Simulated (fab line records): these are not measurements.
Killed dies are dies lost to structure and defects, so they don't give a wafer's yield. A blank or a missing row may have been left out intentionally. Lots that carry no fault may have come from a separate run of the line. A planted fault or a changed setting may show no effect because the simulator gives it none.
fab line records    flow n5_finfet    part 2 of 2: steps 19 to 28 of 28
record: lots: 5  wafers: 15  last_day: 17
route steps=1938 shown BEOL_M1@756
lots that met no fault: taken from a fault-free run of the same line
start_h: start of the lot's first displayed wafer, in hours after the record's first day    wait_h: hours since the lot's step before    " the same as in the row above    L1.1+2: several wafers, shown together as one row    - either no value or no given start    * or withheld: withheld    < > ~ a bound
route shown NAME@n: NAME is a module with steps in the file, n the number in the route of the first one    usual: mean and standard deviation over wafers with no fault    same: alike in all rows    chamber/n: place in a boat    sites: per-site readings    _std_site: standard deviation of those values    _edge_site: outer sites' mean less inner sites'    radius_mm: how far each site lies from the wafer's centre    mask NAME#n: copy n    behind: the tool/chamber that last shaped the wafer    hold: cause of the lot's hold/its duration in hours/its outcome    device: names the non-switching transistor (n, p or np)    end of line: at the end of the route, the tests of the same wafers    a step without rows: its recipe alone    killed: the dies lost at the first sort to structure and to defects; this is not the yield of the wafer    map: a wafer's dies, marking killed ones x, the rest . and places with no die _
set.NAME: the setting as run; set.NAME@STEP: as run at that earlier step    model.NAME: the simulator's own value behind a step, which no gauge read
lots at selected steps of the route; one table per step, one row per wafer
services: the hour from which a tool's chamber was out of use, counted from the record's first day as start_h (under 0 if before that day), plus the number of hours and why
== steps ==
step: N5_BEOL_M1_HM_OPEN_17
recipe: chemistry: Cl2/BCl3  target_depth_a: 200  overetch_a: 60  target: TiN  mask_material: SOC  ion_energy_ev: 150  pressure_mtorr: 10  icp_w: 1000  bias_w: 126  Cl2_flow_sccm: 53.25  bcl3_flow_sccm: 21.75  Ar_flow_sccm: 25
usual: bcl3_flow_sccm: 21.76/0.074  chamber_pressure_mTorr: 9.999/0.0092  drypump_motor_current_A: 5.7/0.52  oes_product_au: 0.63/0.083  rf_fwd_power_W: 993/3.8  throttle_valve_pct: 22.32/0.14
lot.wafer  tool          chamber  start_h  wait_h  bcl3_flow_sccm  chamber_pressure_mTorr  drypump_motor_current_A  oes_product_au  rf_fwd_power_W  rf_hours_counter_h  throttle_valve_pct
L080.3     rie_metal-02  1        157.58   0.1     21.73           9.989                   6.4                      0.51            992             -                   22.79
L080.5     "             0        "        "       21.80           10.010                  5.5                      0.53            993             -                   22.28
L080.6     "             1        "        "       21.76           10.004                  6.4                      0.50            993             -                   22.76
L089.1     rie_metal-01  1        213.77   0.0     21.84           10.002                  5.5                      0.56            988             98                  22.29
L089.2     "             0        "        "       21.81           10.008                  5.4                      0.69            987             36                  22.30
L089.5     "             0        "        "       21.70           9.997                   5.4                      0.69            991             -                   22.30
L090.1     rie_metal-02  1        222.20   0.0     21.75           9.996                   6.5                      0.80            987             4                   22.45
L090.2     "             0        "        "       21.74           10.013                  5.5                      0.52            990             113                 22.27
L090.3     "             0        "        "       21.68           10.004                  5.5                      0.52            986             -                   22.27
L093.2     rie_metal-03  1        235.59   0.0     21.68           9.999                   6.7                      0.66            993             44                  22.35
L093.3     "             0        "        "       21.74           10.010                  5.2                      0.67            998             -                   22.15
L093.4     "             1        "        "       21.75           10.008                  6.6                      0.67            996             -                   22.36
L097.1     rie_metal-02  1        260.46   0.0     21.72           10.004                  6.5                      0.76            986             7                   22.47
L097.5     "             1        "        "       21.80           10.010                  6.4                      0.76            988             -                   22.47
L097.6     "             0        "        "       21.76           10.013                  5.5                      0.52            999             -                   22.28
step: N5_BEOL_M1_STRIP_19
recipe: chemistry: O2  power_w: 400  temp_c: 40  pressure_mtorr: 30  rf_frequency_hz: 6e+07  bias_power_w: 0  overash_fraction: 0.2  o2_flow_sccm: 225
usual: chamber_pressure_mTorr: 30.00/0.035  drypump_motor_current_A: 5.5/0.41  o2_flow_sccm: 225.0/0.69  oes_product_au: 0.79/0.074  rf_vpp_V: 3.6/0.44  showerhead_plenum_p_Torr: 2.11/0.078  throttle_valve_pct: 16.58/0.17
same: bias_power_w: 0
lot.wafer  tool         chamber  start_h  wait_h  chamber_pressure_mTorr  drypump_motor_current_A  o2_flow_sccm  oes_product_au  rf_hours_counter_h  rf_vpp_V  showerhead_plenum_p_Torr  throttle_valve_pct
L080.3     rie_diel-02  2        157.66   0.1     29.95                   5.9                      224.7         0.72            195                 3.7       2.06                      16.74
L080.5     "            0        "        "       30.01                   5.0                      225.9         0.73            -                   3.5       2.10                      16.72
L080.6     "            1        "        "       30.00                   6.0                      225.2         0.79            -                   3.4       2.00                      16.29
L089.1     rie_diel-02  0        213.88   0.1     30.01                   5.1                      224.9         0.73            181                 4.2       2.10                      16.73
L089.2     "            3        "        "       30.00                   5.5                      225.5         0.74            159                 4.2       2.17                      16.64
L089.5     "            2        "        "       29.98                   5.9                      224.7         0.72            -                   4.3       2.06                      16.76
L090.1     rie_diel-05  3        222.31   0.1     29.99                   5.2                      224.6         0.82            58                  3.8       2.14                      16.60
L090.2     "            1        "        "       30.04                   5.8                      223.8         0.88            52                  2.6       2.15                      16.68
L090.3     "            2        "        "       30.04                   5.1                      225.7         0.83            78                  2.9       2.22                      16.53
L093.2     rie_diel-02  0        235.71   0.1     30.02                   5.0                      224.4         0.73            187                 3.8       2.10                      16.77
L093.3     "            2        "        "       30.04                   5.9                      224.5         0.71            217                 3.1       2.06                      16.77
L093.4     "            3        "        "       30.00                   5.5                      224.7         0.74            165                 2.8       2.17                      16.66
L097.1     rie_diel-06  3        260.57   0.1     29.93                   5.9                      226.9         0.78            166                 3.3       1.92                      16.38
L097.5     "            1        "        "       29.95                   4.7                      225.2         0.99            -                   4.0       2.06                      16.38
L097.6     "            0        "        "       30.00                   5.6                      225.8         0.90            -                   3.9       2.11                      16.33
step: N5_BEOL_M1_CD_MEAS_18
recipe: pitch_nm: 36  target_cd_nm: 18
usual: cd_nm: 18.0/0.39
lot.wafer  tool       chamber  start_h  wait_h  cd_nm
L080.3     cd_sem-02  -        157.73   0.1     18.3
L080.5     "          -        "        "       18.2
L080.6     "          -        "        "       18.6
L089.1     cd_sem-01  -        213.95   0.0     18.0
L089.2     "          -        "        "       18.0
L089.5     "          -        "        "       18.3
L090.1     cd_sem-01  -        222.38   0.0     17.1
L090.2     "          -        "        "       17.5
L090.3     "          -        "        "       17.8
L093.2     cd_sem-01  -        235.78   0.1     18.6
L093.3     "          -        "        "       17.8
L093.4     "          -        "        "       17.9
L097.1     cd_sem-03  -        260.64   0.0     17.7
L097.5     "          -        "        "       18.0
L097.6     "          -        "        "       17.9
step: N5_BEOL_M1_COAT_67
recipe: resist: SOC  temp_c: 250  time_s: 60  spin_rpm: 1500  resist_thk_nm: 60
usual: dispense_pressure_kPa: 52.6/3
lot.wafer  tool            chamber  start_h  wait_h  dispense_pressure_kPa
L080.3     litho_track-02  0        157.77   0.0     47.0
L080.5     "               0        "        "       47.0
L080.6     "               0        "        "       47.0
L089.1     litho_track-02  0        213.98   0.0     47.0
L089.2     "               0        "        "       47.0
L089.5     "               0        "        "       47.0
L090.1     litho_track-05  0        222.42   0.0     51.4
L090.2     "               0        "        "       51.4
L090.3     "               0        "        "       51.4
L093.2     litho_track-03  0        235.81   0.0     56.0
L093.3     "               0        "        "       56.0
L093.4     "               0        "        "       56.0
L097.1     litho_track-03  0        260.68   0.0     55.9
L097.5     "               0        "        "       55.9
L097.6     "               0        "        "       55.9
step: N5_BEOL_M1_COAT_68
recipe: resist: SiARC  temp_c: 220  time_s: 60  spin_rpm: 1500  resist_thk_nm: 12
usual: dispense_pressure_kPa: 52.5/3
lot.wafer  tool            chamber  start_h  wait_h  dispense_pressure_kPa
L080.3     litho_track-02  0        -        -       46.9
L080.5     "               0        "        "       46.9
L080.6     "               0        "        "       46.9
L089.1     litho_track-02  0        -        -       46.9
L089.2     "               0        "        "       46.9
L089.5     "               0        "        "       46.9
L090.1     litho_track-05  0        -        -       51.4
L090.2     "               0        "        "       51.3
L090.3     "               0        "        "       51.4
L093.2     litho_track-03  0        -        -       55.9
L093.3     "               0        "        "       55.9
L093.4     "               0        "        "       55.8
L097.1     litho_track-03  0        -        -       55.9
L097.5     "               0        "        "       55.9
L097.6     "               0        "        "       55.8
step: N5_BEOL_M1_COAT_76
recipe: resist: underlayer  temp_c: 205  time_s: 60  spin_rpm: 1500  resist_thk_nm: 5
usual: dispense_pressure_kPa: 52.5/3
lot.wafer  tool            chamber  start_h  wait_h  dispense_pressure_kPa
L080.3     litho_track-02  0        -        -       47.0
L080.5     "               0        "        "       47.0
L080.6     "               0        "        "       47.0
L089.1     litho_track-02  0        -        -       47.0
L089.2     "               0        "        "       47.0
L089.5     "               0        "        "       47.0
L090.1     litho_track-05  0        -        -       51.4
L090.2     "               0        "        "       51.4
L090.3     "               0        "        "       51.4
L093.2     litho_track-03  0        -        -       55.9
L093.3     "               0        "        "       55.9
L093.4     "               0        "        "       55.9
L097.1     litho_track-03  0        -        -       55.9
L097.5     "               0        "        "       56.0
L097.6     "               0        "        "       55.9
step: N5_BEOL_M1_COAT_22
recipe: resist: CAR-EUV  spin_rpm: 1500  resist_thk_nm: 30
usual: dispense_pressure_kPa: 52.6/3
lot.wafer  tool            chamber  start_h  wait_h  dispense_pressure_kPa
L080.3     litho_track-02  0        -        -       47.0
L080.5     "               0        "        "       47.1
L080.6     "               0        "        "       47.1
L089.1     litho_track-02  0        -        -       47.0
L089.2     "               0        "        "       47.0
L089.5     "               0        "        "       47.0
L090.1     litho_track-05  0        -        -       51.4
L090.2     "               0        "        "       51.4
L090.3     "               0        "        "       51.4
L093.2     litho_track-03  0        -        -       56.0
L093.3     "               0        "        "       56.1
L093.4     "               0        "        "       56.0
L097.1     litho_track-03  0        -        -       56.0
L097.5     "               0        "        "       56.0
L097.6     "               0        "        "       56.0
step: N5_BEOL_M1_EBR_24
recipe: solvent: PGMEA  ebr_width_mm: 1.5
lot.wafer   tool            chamber  start_h  wait_h
L080.3+5+6  litho_track-02  0        -        -
L089.1+2+5  litho_track-02  0        -        -
L090.1+2+3  litho_track-05  0        -        -
L093.2+3+4  litho_track-03  0        -        -
L097.1+5+6  litho_track-03  0        -        -
step: N5_BEOL_M1_SOFTBAKE_23
recipe: temp_c: 110  time_s: 60  resist: CAR-EUV
lot.wafer   tool            chamber  start_h  wait_h
L080.3+5+6  litho_track-02  0        -        -
L089.1+2+5  litho_track-02  0        -        -
L090.1+2+3  litho_track-05  0        -        -
L093.2+3+4  litho_track-03  0        -        -
L097.1+5+6  litho_track-03  0        -        -
step: N5_BEOL_M1_EXPOSE_25
recipe: mask_id: V0  na: 0.33  source_shape: quasar  sigma_inner: 0.2  sigma_outer: 0.8  polarization: unpolarized  defocus_nm: 5  target_cd_nm: 24  dose_mj: 63
usual: stage_msd_nm: 0.856/0.018
lot.wafer  tool            chamber  start_h  wait_h  mask  stage_msd_nm
L080.3     euv_scanner-02  0        157.92   -       V0#0  0.850
L080.5     "               0        "        "       V0#0  0.854
L080.6     "               0        "        "       V0#0  0.851
L089.1     euv_scanner-02  0        214.12   -       V0#0  0.837
L089.2     "               0        "        "       V0#0  0.842
L089.5     "               0        "        "       V0#0  0.846
L090.1     euv_scanner-02  0        222.55   -       V0#0  0.840
L090.2     "               0        "        "       V0#0  0.840
L090.3     "               0        "        "       V0#0  0.841
L093.2     euv_scanner-01  0        235.96   -       V0#0  0.876
L093.3     "               0        "        "       V0#0  0.873
L093.4     "               0        "        "       V0#0  0.873
L097.1     euv_scanner-02  0        260.82   -       V0#0  0.832
L097.5     "               0        "        "       V0#0  0.831
L097.6     "               0        "        "       V0#0  0.838
== services ==
tool            chamber  start_h  hours  kind
rie_diel-02     3        135.96   8.7    repair
euv_scanner-02  -        150.66   0.3    repair
euv_scanner-02  -        154.38   1.0    pm
rie_metal-02    1        166.71   -      clean
rie_metal-02    1        166.71   16.0   scheduled_down
rie_metal-02    1        166.71   16.0   vent_cycle
euv_scanner-01  -        170.35   0.8    repair
euv_scanner-01  -        173.14   1.0    pm
rie_metal-02    -        177.63   0.5    repair
euv_scanner-02  0        183.72   -      calibration
rie_metal-01    -        195.47   1.3    repair
euv_scanner-02  -        202.43   0.7    repair
rie_diel-05     2        208.68   3.8    repair
euv_scanner-02  -        210.53   1.0    pm
euv_scanner-01  0        212.90   -      calibration
euv_scanner-01  -        217.40   0.2    repair
rie_diel-05     0        221.63   2.8    repair
euv_scanner-01  -        229.29   1.0    pm
litho_track-02  -        233.31   -      consumable_replace:filter
euv_scanner-01  -        236.73   4.6    pm
rie_diel-06     1        237.52   -      clean
rie_diel-06     1        237.52   -      consumable_replace:focus_ring
rie_diel-06     1        237.52   21.4   scheduled_down
rie_diel-06     1        237.52   21.4   vent_cycle
